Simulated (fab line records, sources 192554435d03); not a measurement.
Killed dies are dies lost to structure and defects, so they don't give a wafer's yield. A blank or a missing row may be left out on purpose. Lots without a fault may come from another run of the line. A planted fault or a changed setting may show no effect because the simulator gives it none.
fab line records | flow n5_finfet
record lots=6 wafers=18 last_day=16
route steps=1938 shown BEOL_M2@892 BEOL_M3@931 PASSIVATION@1936
lots that met no fault: from a run of the same line without faults
start_h: hours from the record's first day to the start of the lot's first wafer shown | wait_h: hours since the lot's step before | " the same as in the row above | L1.1+2: a row that stands for several wafers | - no value, or no start given | * or withheld: withheld | < > ~ a bound
route shown NAME@n: a module of which the file shows steps, and the number in the route of the first | usual: mean/standard deviation of fault-free wafers | same: alike in all rows | chamber/n: place in a boat | sites: the reading at each site | _std_site: their standard deviation | _edge_site: outer sites' mean less inner sites' | radius_mm: how far each site lies from the wafer's centre | mask NAME#n: copy n | behind: the tool/chamber that last shaped the wafer | hold: why the lot was held/for how many hours/how that ended | device: the transistor (n, p or np) that didn't switch | end of line: the same wafers' tests at the end of the route | a step without rows: its recipe alone | killed: dies lost to structure and defects at the first sort, not the wafer's yield | map: a wafer's dies, x killed, . not, _ none there
set.NAME: the setting as run; set.NAME@STEP: as run at that earlier step | model.NAME: the simulator's own value behind a step, which no gauge read
lots at some steps of the route; a table a step, a row a wafer
services: from which hour (start_h, from the record's first day; less than 0 if before it) a tool's chamber was out of use, for how many hours, and why
## steps
# step N5_BEOL_M2_STRIP_97
# recipe chemistry=N2/H2 time_s=10 power_w=450 temp_c=40 pressure_mtorr=20 rf_frequency_hz=6e+07 bias_power_w=7 n2_flow_sccm=200 h2_flow_sccm=200
# step N5_BEOL_M2_OCD_MEAS_38
# usual trench_depth_nm=54.9/1.1
# columns lot.wafer tool chamber start_h wait_h trench_depth_nm
L398.1 ocd-02 - 138.59 - 56.7
L398.2 " - " " 53.0
L398.5 " - " " 55.0
L397.1 ocd-01 - 142.87 - 54.6
L397.3 " - " " 54.5
L397.4 " - " " 54.6
L404.1 ocd-01 - 182.02 - 55.0
L404.2 " - " " 54.4
L404.6 " - " " 54.7
L410.2 ocd-01 - 235.57 - 55.9
L410.3 " - " " 55.1
L410.6 " - " " 55.2
L411.1 ocd-01 - 241.80 - 54.8
L411.3 " - " " 54.8
L411.4 " - " " 54.5
L414.1 ocd-02 - 243.80 - 55.7
L414.3 " - " " 54.3
L414.4 " - " " 54.9
# step N5_BEOL_M2_HM_STRIP_39
# recipe chemistry=peroxide_tin_strip material=TiN target_depth_a=250 temp_c=50 time_s=158
# step N5_BEOL_M2_SRD_40
# recipe time_s=30 temp_c=23 rinse_liquid=diw dry=ipa_marangoni
# step N5_BEOL_M2_PRECLEAN_42
# recipe chemistry=residue_remover time_s=60 temp_c=40
# step N5_BEOL_M2_SRD_43
# recipe time_s=30 temp_c=23 rinse_liquid=diw dry=ipa_marangoni
# step N5_BEOL_M2_CD_MEAS_35
# recipe target_cd_nm=18 target_cd_y_nm=22.2 polarity=opening
# usual cd_nm=18.0/0.32
# columns lot.wafer tool chamber start_h wait_h cd_nm
L398.1 cd_sem-01 - 138.75 0.0 17.2
L398.2 " - " " 18.0
L398.5 " - " " 17.9
L397.1 cd_sem-02 - 143.03 0.0 18.2
L397.3 " - " " 17.9
L397.4 " - " " 18.4
L404.1 cd_sem-03 - 182.17 0.0 18.2
L404.2 " - " " 17.9
L404.6 " - " " 18.7
L410.2 cd_sem-01 - 235.72 0.0 17.7
L410.3 " - " " 17.5
L410.6 " - " " 17.3
L411.1 cd_sem-02 - 241.95 0.0 17.7
L411.3 " - " " 18.4
L411.4 " - " " 17.5
L414.1 cd_sem-01 - 243.95 0.0 17.8
L414.3 " - " " 17.5
L414.4 " - " " 18.2
# step N5_BEOL_M2_DEGAS_44
# recipe ambient=vacuum temp_c=250 time_s=60
# step N5_BEOL_M2_PRE_CLEAN_45
# recipe gas=H2/He time_s=30 temp_c=250
# step N5_BEOL_M2_ALD_84
# recipe material=TaN target_thk_a=* temp_c=275 ald_precursor_family=PDMAT ald_co_reactant=NH3 pressure_torr=3 carrier_flow_sccm=1500 pulse_time_s=2 purge_time_s=3 co_reactant_purge_time_s=2 co_reactant_pulse_time_s=3 ald_cycles=30 precursor_vessel_temp_c=75 precursor_vessel_pressure_torr=26.25 precursor_vessel_carrier_sccm=1000
# step N5_BEOL_M2_SURFACE_TREAT_85
# recipe gas=Ar time_s=* ion_energy_ev=* ion_current_ma_cm2=0.5 pressure_mtorr=* ar_flow_sccm=30
# usual throttle_valve_pct=*
# columns lot.wafer tool chamber start_h wait_h throttle_valve_pct
L398.1 pvd_sputter-01 - 139.20 0.1 *
L398.2 " - " " *
L398.5 " - " " *
L397.1 pvd_sputter-02 - 143.63 0.2 *
L397.3 " - " " *
L397.4 " - " " *
L404.1 pvd_sputter-01 - 182.88 0.2 *
L404.2 " - " " *
L404.6 " - " " *
L410.2 pvd_sputter-01 - 236.37 0.1 *
L410.3 " - " " *
L410.6 " - " " *
L411.1 pvd_sputter-01 - 242.61 0.2 *
L411.3 " - " " *
L411.4 " - " " *
L414.1 pvd_sputter-01 - 244.97 0.4 *
L414.3 " - " " *
L414.4 " - " " *
# step N5_BEOL_M2_CVD_47
# recipe material=Co target_thk_a=30 temp_c=withheld precursor=CCTBA/H2 pressure_torr=30 time_s=223.8
# step N5_BEOL_M2_SPUTTER_48
# recipe material=Cu target_thk_a=45 temp_c=-20 chamber_pressure_pa=0.07 power_w=withheld time_s=8.29
# usual susceptor_temp_C=-20.01/0.11 throttle_valve_pct=30.1/1.2
# columns lot.wafer tool chamber start_h wait_h susceptor_temp_C throttle_valve_pct
L398.1 pvd_sputter-03 - 139.48 0.1 -19.92 29.8
L398.2 " - " " -20.22 30.6
L398.5 " - " " -20.04 30.9
L397.1 pvd_sputter-02 - 143.85 0.1 -19.95 29.6
L397.3 " - " " -20.11 28.2
L397.4 " - " " -20.08 30.8
L404.1 pvd_sputter-02 - 183.13 0.1 -20.00 29.5
L404.2 " - " " -20.19 29.9
L404.6 " - " " -19.98 29.2
L410.2 pvd_sputter-01 - 236.69 0.1 -20.12 29.8
L410.3 " - " " -19.93 30.7
L410.6 " - " " -19.98 29.4
L411.1 pvd_sputter-01 - 243.09 0.3 -20.08 29.1
L411.3 " - " " -20.09 29.7
L411.4 " - " " -19.93 32.7
L414.1 pvd_sputter-01 - 245.55 0.2 -19.91 29.4
L414.3 " - " " -20.03 30.8
L414.4 " - " " -20.01 29.5
# step N5_BEOL_M2_ANNEAL_49
# recipe temp_c=400 time_s=240 ambient=vacuum
# step N5_BEOL_M2_SPUTTER_79
# recipe material=Cu target_thk_a=45 temp_c=-20 chamber_pressure_pa=0.07 power_w=withheld time_s=8.29
# step N5_BEOL_M2_ANNEAL_80
# recipe temp_c=400 time_s=240 ambient=vacuum
# usual heater_power_w=867/44 susceptor_temp_C=400.00/0.21
# columns lot.wafer tool chamber start_h wait_h heater_power_w susceptor_temp_C
L398.1 pvd_sputter-03 - 139.78 0.0 881 400.00
L398.2 " - " " 808 399.86
L398.5 " - " " 969 400.08
L397.1 pvd_sputter-02 - 144.15 0.0 850 400.26
L397.3 " - " " 876 399.74
L397.4 " - " " 871 400.05
L404.1 pvd_sputter-02 - 183.43 0.0 824 400.14
L404.2 " - " " 896 400.03
L404.6 " - " " 824 400.15
L410.2 pvd_sputter-01 - 236.99 0.0 849 400.29
L410.3 " - " " 843 400.13
L410.6 " - " " 841 399.89
L411.1 pvd_sputter-01 - 243.39 0.0 952 399.93
L411.3 " - " " 835 399.85
L411.4 " - " " 838 400.13
L414.1 pvd_sputter-01 - 245.85 0.0 935 400.36
L414.3 " - " " 831 400.16
L414.4 " - " " 835 400.29
# step N5_BEOL_M2_SPUTTER_81
# recipe material=Cu target_thk_a=45 temp_c=-20 chamber_pressure_pa=0.07 power_w=withheld time_s=8.29
# step N5_BEOL_M2_ANNEAL_82
# recipe temp_c=400 time_s=240 ambient=vacuum
# step N5_BEOL_M2_SPUTTER_86
# recipe material=Cu target_thk_a=45 temp_c=-20 chamber_pressure_pa=0.07 power_w=withheld time_s=8.29
# usual susceptor_temp_C=-20.00/0.1 throttle_valve_pct=30.1/1.2
# columns lot.wafer tool chamber start_h wait_h susceptor_temp_C throttle_valve_pct
L398.1 pvd_sputter-03 - 140.14 0.1 -19.91 29.8
L398.2 " - " " -20.22 30.9
L398.5 " - " " -20.00 31.0
L397.1 pvd_sputter-02 - 144.51 0.1 -20.07 29.3
L397.3 " - " " -20.19 28.1
L397.4 " - " " -20.11 30.8
L404.1 pvd_sputter-02 - 183.79 0.1 -20.02 29.3
L404.2 " - " " -19.99 29.9
L404.6 " - " " -19.98 29.2
L410.2 pvd_sputter-01 - 237.35 0.1 -19.89 29.8
L410.3 " - " " -20.13 30.5
L410.6 " - " " -19.92 29.7
L411.1 pvd_sputter-01 - 243.75 0.1 -20.09 29.3
L411.3 " - " " -19.96 29.5
L411.4 " - " " -19.82 32.7
L414.1 pvd_sputter-01 - 246.21 0.1 -19.96 29.2
L414.3 " - " " -19.91 30.7
L414.4 " - " " -19.93 29.9
# step N5_BEOL_M2_ANNEAL_87
# recipe temp_c=400 time_s=240 ambient=vacuum
# step N5_BEOL_M2_SPUTTER_88
# recipe material=Cu target_thk_a=45 temp_c=-20 chamber_pressure_pa=0.07 power_w=withheld time_s=8.29
# step N5_BEOL_M2_ANNEAL_89
# recipe temp_c=400 time_s=240 ambient=vacuum
# step N5_BEOL_M2_SPUTTER_90
# recipe material=Cu target_thk_a=45 temp_c=-20 chamber_pressure_pa=0.07 power_w=withheld time_s=8.29
# step N5_BEOL_M2_ANNEAL_91
# recipe temp_c=400 time_s=240 ambient=vacuum
# step N5_BEOL_M2_SPUTTER_92
# recipe material=Cu target_thk_a=45 temp_c=-20 chamber_pressure_pa=0.07 power_w=withheld time_s=8.29
# step N5_BEOL_M2_ANNEAL_93
# recipe temp_c=400 time_s=240 ambient=vacuum
# step N5_BEOL_M2_SPUTTER_94
# recipe material=Cu target_thk_a=45 temp_c=-20 chamber_pressure_pa=0.07 power_w=withheld time_s=8.29
# step N5_BEOL_M2_ANNEAL_95
# recipe temp_c=400 time_s=240 ambient=vacuum
# step N5_BEOL_M2_SPUTTER_96
# recipe material=Cu target_thk_a=45 temp_c=-20 chamber_pressure_pa=0.07 power_w=withheld time_s=8.29
# step N5_BEOL_M2_ECD_50
# recipe material=Cu target_thk_a=3000
# step N5_BEOL_M2_ANNEAL_51
# recipe temp_c=225 time_s=90 ambient=N2
# step N5_BEOL_M2_CMP_52
# recipe stop_on=SiOC t_overpolish_s=6.8 down_force_psi=1 platen_rpm=50 clearing_platen_down_force_psi=1.5 clearing_platen_rpm=50 post_cmp_clean=cu_alkaline target_thk_nm=40 clearing_platen_pad_velocity_m_s=0.99484 pad_velocity_m_s=0.99484
# step N5_BEOL_M2_PRE_CLEAN_60
# recipe gas=NH3/H2 time_s=15 temp_c=* rf_power_w=300
# step N5_BEOL_M2_CO_CAP_55
# recipe material=Co target_thk_a=20 temp_c=200 precursor=CCTBA/H2 pressure_torr=30 time_s=102.1
# step N5_BEOL_M2_PRE_CLEAN_56
# recipe gas=NH3 time_s=15 temp_c=withheld rf_power_w=300
# step N5_BEOL_M2_DEP_57
# recipe material=SiCN target_thk_a=80 temp_c=withheld precursor=3MS/NH3 pressure_torr=3 rf_w=202 time_s=14
# step N5_BEOL_M2_RS_MEAS_58
# recipe thk_meas_gauge=four-point-probe reads=Co_of_BEOL_M2_CO_CAP_55+Cu_of_BEOL_M2_ECD_50+Co_of_BEOL_M2_CVD_47+TaN_of_BEOL_M2_ALD_84
# usual M2_RS=0.68/0.037
# columns lot.wafer tool chamber start_h wait_h M2_RS[ohm/sq]
L398.1 film_metro-01 - 142.39 0.0 0.67
L398.2 " - " " 0.70
L398.5 " - " " 0.68
L397.1 film_metro-01 - 146.66 0.0 0.67
L397.3 " - " " 0.72
L397.4 " - " " 0.68
L404.1 film_metro-01 - 186.39 0.0 0.63
L404.2 " - " " 0.65
L404.6 " - " " 0.64
L410.2 film_metro-02 - 239.54 0.1 0.67
L410.3 " - " " 0.70
L410.6 " - " " 0.68
L411.1 film_metro-01 - 245.92 0.0 0.68
L411.3 " - " " 0.67
L411.4 " - " " 0.70
L414.1 film_metro-01 - 248.38 0.0 0.62
L414.3 " - " " 0.68
L414.4 " - " " 0.68
# step N5_BEOL_M3_ILD_DEP_00
# recipe material=SiOC target_thk_a=790 temp_c=350 precursor=DEMS/O2 pressure_torr=5 rf_w=500 time_s=15.3
# usual heater_power_w=448/41 showerhead_plenum_p_Torr=5.689/0.021 showerhead_vpp_V=1371/74 susceptor_temp_C=350.01/0.21 throttle_valve_pct=11.8/0.35
# columns lot.wafer tool chamber start_h wait_h heater_power_w showerhead_plenum_p_Torr showerhead_vpp_V since_wet_clean_h susceptor_temp_C throttle_valve_pct
L398.1 pecvd-03 0 142.45 0.0 452 5.728 1278 846 349.73 11.3
L398.2 " 2 " " 503 5.713 1425 92 350.24 11.7
L398.5 " 0 " " 473 5.731 1338 - 349.57 11.5
L397.1 pecvd-04 1 146.72 0.0 494 5.687 1278 1938 349.69 12.0
L397.3 " 2 " " 485 5.706 1468 459 349.91 12.0
L397.4 " 0 " " 476 5.671 1364 - 350.21 11.5
L404.1 pecvd-04 2 186.45 0.0 474 5.719 1467 499 349.79 12.0
L404.2 " 1 " " 435 5.661 1269 1978 350.09 12.4
L404.6 " 0 " " 415 5.678 1417 - 349.99 11.6
L410.2 pecvd-04 0 239.60 0.0 479 5.678 1394 1306 350.38 11.5
L410.3 " 1 " " 412 5.665 1267 2031 349.78 12.1
L410.6 " 1 " " 408 5.672 1282 - 349.87 12.1
L411.1 pecvd-04 2 245.99 0.0 416 5.718 1463 558 349.95 12.1
L411.3 " 0 " " 431 5.660 1356 1312 349.87 11.6
L411.4 " 0 " " 426 5.663 1393 - 349.74 11.6
L414.1 pecvd-02 0 248.44 0.0 329 5.694 1461 1134 350.03 11.5
L414.3 " 1 " " 448 5.674 1277 1859 350.00 11.8
L414.4 " 2 " " 488 5.696 1321 - 350.13 11.6
# step N5_BEOL_M3_THK_MEAS_01
# recipe reads=SiOC_of_BEOL_M3_ILD_DEP_00
# usual M3_ILD_THK=79.0/0.98
# columns lot.wafer tool chamber start_h wait_h M3_ILD_THK[nm]
L398.1 film_metro-02 - 142.52 0.0 78.7
L398.2 " - " " 78.1
L398.5 " - " " 79.7
L397.1 film_metro-01 - 146.79 0.0 78.6
L397.3 " - " " 77.4
L397.4 " - " " 79.3
L404.1 film_metro-01 - 186.52 0.0 77.9
L404.2 " - " " 78.0
L404.6 " - " " 80.5
L410.2 film_metro-02 - 239.67 0.1 78.5
L410.3 " - " " 77.6
L410.6 " - " " 78.9
L411.1 film_metro-01 - 246.05 0.0 77.0
L411.3 " - " " 78.9
L411.4 " - " " 79.9
L414.1 film_metro-01 - 248.51 0.0 80.3
L414.3 " - " " 78.7
L414.4 " - " " 80.3
# step N5_BEOL_M3_PECVD_72
# recipe material=SiO2 target_thk_a=160 temp_c=400 precursor=TEOS/O2 pressure_torr=5.5 rf_w=450 teos_flow_sccm=53.8 gas=O2 flow_sccm=3000 time_s=18
# usual heater_power_w=654/52 showerhead_plenum_p_Torr=8.80/0.094 showerhead_vpp_V=1295/58 susceptor_temp_C=400.01/0.22 throttle_valve_pct=22.0/0.65
# columns lot.wafer tool chamber start_h wait_h heater_power_w showerhead_plenum_p_Torr showerhead_vpp_V since_wet_clean_h susceptor_temp_C throttle_valve_pct
L398.1 pecvd-02 2 142.55 0.0 710 8.81 1268 274 399.92 21.0
L398.2 " 1 " " 616 8.67 1208 1753 400.13 21.9
L398.5 " 1 " " 624 8.68 1221 - 400.48 22.1
L397.1 pecvd-03 0 146.82 0.0 631 8.98 1247 851 400.14 21.6
L397.3 " 1 " " 630 8.81 1291 1576 399.70 23.3
L397.4 " 0 " " 656 8.97 1241 - 400.16 21.4
L404.1 pecvd-02 2 186.56 0.0 643 8.79 1267 318 400.38 21.5
L404.2 " 0 " " 527 8.76 1364 1072 399.95 21.7
L404.6 " 0 " " 528 8.78 1396 - 400.23 21.5
L410.2 pecvd-02 1 239.71 0.0 649 8.66 1216 1850 399.73 22.2
L410.3 " 0 " " 601 8.77 1372 1125 399.83 21.6
L410.6 " 2 " " 732 8.80 1264 - 399.87 21.3
L411.1 pecvd-03 2 246.09 0.0 650 8.88 1338 196 400.30 21.8
L411.3 " 1 " " 638 8.83 1306 1675 400.10 23.1
L411.4 " 1 " " 635 8.84 1298 - 399.97 23.2
L414.1 pecvd-03 1 248.56 0.1 637 8.81 1291 1677 400.23 23.0
L414.3 " 0 " " 632 8.94 1243 952 399.82 21.6
L414.4 " 1 " " 625 8.82 1328 - 400.40 23.1
# step N5_PASSIVATION_PROBE_49
# usual defect_limited_yield=91.2/1.6 killed_at_M0_to_M3=34/11 killed_at_M4_up=14/5.7 killed_at_contacts=14/6.6 killed_at_front_end=37/10 killed_at_other=4/3.2 killed_dies=104/19 killed_open=69/13 killed_short=33/8.7 sort_bin_5_function=5.1/1 sort_bin_6_memory=3.3/0.76 sort_bin_8_speed=0.00/0.016 sort_n_pass=1076/19 sort_yield_pct=91.2/1.6
# same gross_dies=1180 killed_at_back_side=0 sort_bin_4_leakage[%]=0
# columns lot.wafer tool chamber start_h wait_h defect_limited_yield[%] killed_at_M0_to_M3 killed_at_M4_up killed_at_contacts killed_at_front_end killed_at_other killed_dies killed_open killed_short sort_bin_5_function[%] sort_bin_6_memory[%] sort_bin_8_speed[%] sort_n_pass sort_yield_pct[%]
L398.1 prober-02 - 256.37 0.0 91.2 33 20 21 30 0 104 72 29 5.3 2.9 0 1076 91.2
L398.2 prober-02 - 256.42 0.1 89.7 36 18 16 45 7 122 78 33 6.4 3.4 0 1058 89.7
L398.5 prober-02 - 256.57 0.2 93.6 32 6 17 17 3 75 56 18 3.7 2.5 0 1105 93.6
L397.1 prober-02 - 273.78 0.0 89.2 39 11 17 55 6 128 80 48 6.3 4.2 0 1052 89.2
L397.3 prober-02 - 273.88 0.1 90.0 39 18 16 43 2 118 85 31 5.5 4.2 0 1062 90.0
L397.4 prober-02 - 273.93 0.2 91.3 40 15 13 32 3 103 68 33 4.9 3.5 0 1077 91.3
L404.1 prober-02 - 305.00 0.0 92.1 30 12 17 32 2 93 68 25 5.1 2.6 0 1087 92.1
L404.2 prober-02 - 305.05 0.1 90.4 37 12 21 38 5 113 70 40 5.4 3.7 0 1067 90.4
L404.6 prober-02 - 305.25 0.3 92.3 35 18 11 26 1 91 58 33 4.4 2.8 0 1089 92.3
L410.2 prober-02 - 360.57 0.1 90.5 29 15 14 49 5 112 68 44 6.3 2.7 0 1068 90.5
L410.3 prober-02 - 360.62 0.1 91.0 27 12 22 42 3 106 68 37 5.8 2.8 0 1074 91.0
L410.6 prober-02 - 360.77 0.3 88.2 39 13 37 43 7 139 88 51 6.4 4.8 0 1041 88.2
L411.1 prober-02 - 366.69 0.0 79.8 169 12 13 37 7 238 81 30 14.2 4.5 0 942 79.8
L414.1 prober-02 - 379.08 0.0 81.4 160 15 6 36 3 220 67 26 11.4 4.8 0 960 81.4
# killed by level:class
L398.1 MOL_CONTACT_COAG:geometric_particle:open=17 FIN_SAQP:geometric_particle:open=8 BEOL_M0_SAQP:geometric_particle:open=8 STI_FIN_REVEAL:geometric_particle:open=6 BEOL_M0_SAQP:geometric_particle:short=6 BEOL_M4:geometric_particle:short=5 BEOL_M4:geometric_particle:open=5 MOL_CONTACT_COAG:geometric_particle:short=4
L398.2 MOL_CONTACT_COAG:geometric_particle:open=13 BEOL_M0_SAQP:geometric_particle:open=10 SPACER0:geometric_particle:open=9 SPACER0:geometric_particle:short=9 BEOL_M0:geometric_particle:open=8 BEOL_M0_SAQP:geometric_particle:short=6 BEOL_M4:geometric_particle:open=6 HKMG_FIN:area_etch=6
L398.5 MOL_CONTACT_COAG:geometric_particle:open=13 BEOL_M2:geometric_particle:open=7 BEOL_M0_SAQP:geometric_particle:open=6 BEOL_M1:geometric_particle:open=6 BEOL_M0_SAQP:geometric_particle:short=5 MOL_CONTACT_COAG:geometric_particle:short=4 BEOL_M3:geometric_particle:open=4 BEOL_M4:geometric_particle:open=4
L397.1 STI_FIN_REVEAL:geometric_particle:open=15 MOL_CONTACT_COAG:geometric_particle:open=15 FIN_SAQP:geometric_particle:short=12 FIN_SAQP:geometric_particle:open=9 BEOL_M0_SAQP:geometric_particle:open=9 BEOL_M0_SAQP:geometric_particle:short=9 BEOL_M2:geometric_particle:open=7 STI_FIN_REVEAL:geometric_particle:short=4
L397.3 FIN_SAQP:geometric_particle:open=12 MOL_CONTACT_COAG:geometric_particle:open=12 BEOL_M1:geometric_particle:open=9 BEOL_M2:geometric_particle:open=9 BEOL_M0_SAQP:geometric_particle:open=7 STI_FIN_REVEAL:geometric_particle:open=6 DUMMY_GATE:geometric_particle:open=5 GATE_CUT:geometric_particle:short=4
L397.4 MOL_CONTACT_COAG:geometric_particle:open=11 BEOL_M0_SAQP:geometric_particle:short=11 BEOL_M2:geometric_particle:open=10 FIN_SAQP:geometric_particle:short=9 FIN_SAQP:geometric_particle:open=9 BEOL_M4:geometric_particle:open=8 BEOL_M0_SAQP:geometric_particle:open=6 STI_FIN_REVEAL:geometric_particle:open=4
L404.1 MOL_CONTACT_COAG:geometric_particle:open=13 BEOL_M1:geometric_particle:open=10 STI_FIN_REVEAL:geometric_particle:open=7 BEOL_M2:geometric_particle:open=6 GATE_CUT:geometric_particle:short=5 BEOL_M0_SAQP:geometric_particle:open=5 BEOL_M4:geometric_particle:open=5 GATE_CUT:geometric_particle:open=4
L404.2 MOL_CONTACT_COAG:geometric_particle:open=12 BEOL_M0_SAQP:geometric_particle:short=10 BEOL_M0_SAQP:geometric_particle:open=10 STI_FIN_REVEAL:geometric_particle:open=9 MOL_CONTACT_COAG:geometric_particle:short=9 BEOL_M2:geometric_particle:open=9 BEOL_M4:geometric_particle:open=8 GATE_CUT:geometric_particle:short=6
L404.6 MOL_CONTACT_COAG:geometric_particle:open=8 BEOL_M0_SAQP:geometric_particle:open=8 BEOL_M3:geometric_particle:open=7 FIN_SAQP:geometric_particle:short=6 BEOL_M1:geometric_particle:open=6 GATE_CUT:geometric_particle:short=5 BEOL_M0_SAQP:geometric_particle:short=5 BEOL_M5:geometric_particle:open=5
L410.2 STI_FIN_REVEAL:geometric_particle:open=20 FIN_SAQP:geometric_particle:short=8 BEOL_M2:geometric_particle:open=8 MOL_CONTACT_COAG:geometric_particle:short=7 MOL_CONTACT_COAG:geometric_particle:open=7 BEOL_M0_SAQP:geometric_particle:short=6 FIN_SAQP:geometric_particle:open=5 STI_FIN_REVEAL:geometric_particle:short=5
L410.3 MOL_CONTACT_COAG:geometric_particle:open=15 BEOL_M3:geometric_particle:open=8 STI_FIN_REVEAL:geometric_particle:open=7 GATE_CUT:geometric_particle:open=7 MOL_CONTACT_COAG:geometric_particle:short=7 FIN_SAQP:geometric_particle:open=6 GATE_CUT:geometric_particle:short=6 BEOL_M0_SAQP:geometric_particle:short=5
L410.6 MOL_CONTACT_COAG:geometric_particle:open=34 BEOL_M0_SAQP:geometric_particle:short=15 BEOL_M0_SAQP:geometric_particle:open=14 STI_FIN_REVEAL:geometric_particle:open=8 GATE_CUT:geometric_particle:short=8 BEOL_M4:geometric_particle:open=7 FIN_SAQP:geometric_particle:short=5 FIN_SAQP:geometric_particle:open=4
L411.1 BEOL_M2:unspecified=124 MOL_CONTACT_COAG:geometric_particle:open=13 STI_FIN_REVEAL:geometric_particle:open=11 BEOL_M0_SAQP:geometric_particle:open=10 BEOL_M0_SAQP:geometric_particle:short=9 BEOL_M3:geometric_particle:open=9 BEOL_M4:geometric_particle:open=9 FIN_SAQP:geometric_particle:open=7
L414.1 BEOL_M2:unspecified=126 BEOL_M2:geometric_particle:open=10 BEOL_M3:geometric_particle:open=8 FIN_SAQP:geometric_particle:open=7 FIN_SAQP:geometric_particle:short=7 BEOL_M1:geometric_particle:open=6 GATE_CUT:geometric_particle:short=5 BEOL_M4:geometric_particle:open=5
# map L411.1 (x killed, . not)
_________________.........x..________________
______________........x........._____________
___________x..x............x.......__________
__________....x................x...._________
________.............x.x............x._______
_______...x.x....x..x.x................______
______...x..........................x..._____
_____......x......xx......x..............____
____......x...x......................x....___
___x............x.x.........x.....x......x.__
___...........x..x...........x..x.x........__
__x.x....x..............x............x.x..x._
__.........x....x...x........x.........x...._
_..................xx..x...............xx....
_.....x........x...........x...........x.....
_................................x...x.......
_.................x..x.....x....x..xx....x...
_....x...................................x...
_..x..x........x.x.x..x..x..x................
_....x......x.x.xx.x............x..........x.
_....x......xxx.xxxxx..x.....x...............
__.......x..xxxxxxxxxxxx............x......._
__.....x...xxxxxxxxxxxx.x....x........x....x_
___.......xxxxxxxxxxxxxx.x.x...............__
___.....x..xxxxxxxxxxx.x....x......x.x..x..__
____..x...xxxxxxxxxxxxx.x...x......x..x..x___
_____....x..xxxxxxxxxxx.............x....____
______x.....xxxxxxxxxxx..x...x.x........_____
_______.x....xxxxxxxxxx.....x...x.x....______
________...x..xxxxxx.x.....x.........._______
__________.......xxxx..............._________
___________..........x...........x.__________
______________.........xx......._____________
_________________...x.x......________________
# map L414.1 (x killed, . not)
_________________...xx..x....________________
______________...x............x._____________
___________.xx......x..............__________
__________......x..x...x............_________
________...x...xx..xx..x.............._______
_______...........x.......x..........x.______
______..........x...x.x.....x..........._____
_____..........................xx........____
____.x.................................x.x___
___x.....x...xx..................x.........__
___......x....................x.....x......__
__.............................x............_
__.x............x.......x....x...x.xx......._
_.....x................xx....................
_...x.......................x....x.x..x.x...x
_...x........................................
_.....x.......x...........x..................
_.....................x....................xx
_.x...........x.........x....................
_....x.....x....x.x........x.................
_........x..xxxxxxxxxx.x....x......x...x...x.
__....x..xxxxxxxxxxxxxxxxxx...xx.x.........._
__.........xxxxxxxxxxxx....................._
___x......xxxxxxxxxxxxxx..x.............x..__
___...x...xxxxxxxxxxxxxx...................__
____....x...xxxxxxxxxxx.x.................___
_____.....xxxxxxxxxxx.xx...x..x.x..x.....____
______....xxxxxxxxxxxxx..............x.._____
_______.....xxxxxxxxxxx..x.............______
________.....xxxx.xxx...............x._______
__________.........................._________
___________.....x..................__________
______________.....x............_____________
_________________...x..x.....________________
## services
# columns tool chamber start_h hours kind
pecvd-02 0 120.07 2.1 scheduled_down
pecvd-04 - 120.08 3.5 repair
pecvd-03 1 157.84 3.6 repair
pecvd-02 0 158.88 - calibration
pecvd-02 0 206.64 4.7 repair
pecvd-03 - 238.67 4.3 pm
## key
first_sign step=N5_PASSIVATION_PROBE_49 reading=killed_at_M0_to_M3 direction=up sigmas=12 usual=34 struck=164
effect step=N5_PASSIVATION_PROBE_49 reading=killed_dies direction=up sigmas=6.4 usual=104 struck=229
more_kills_born_at N5_BEOL_M2_SPUTTER_48@pvd_sputter-01=250
met_at N5_BEOL_M2_SPUTTER_48
struck_wafers L411.1,L414.1
fault kind=chamber_particle_source tool=pvd_sputter-01 chamber=- onset_h=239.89 steps=N5_BEOL_M2_SPUTTER_48 rate_per_visit_cm2=0.93869 end_h=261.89 scope=struck_wafers_only
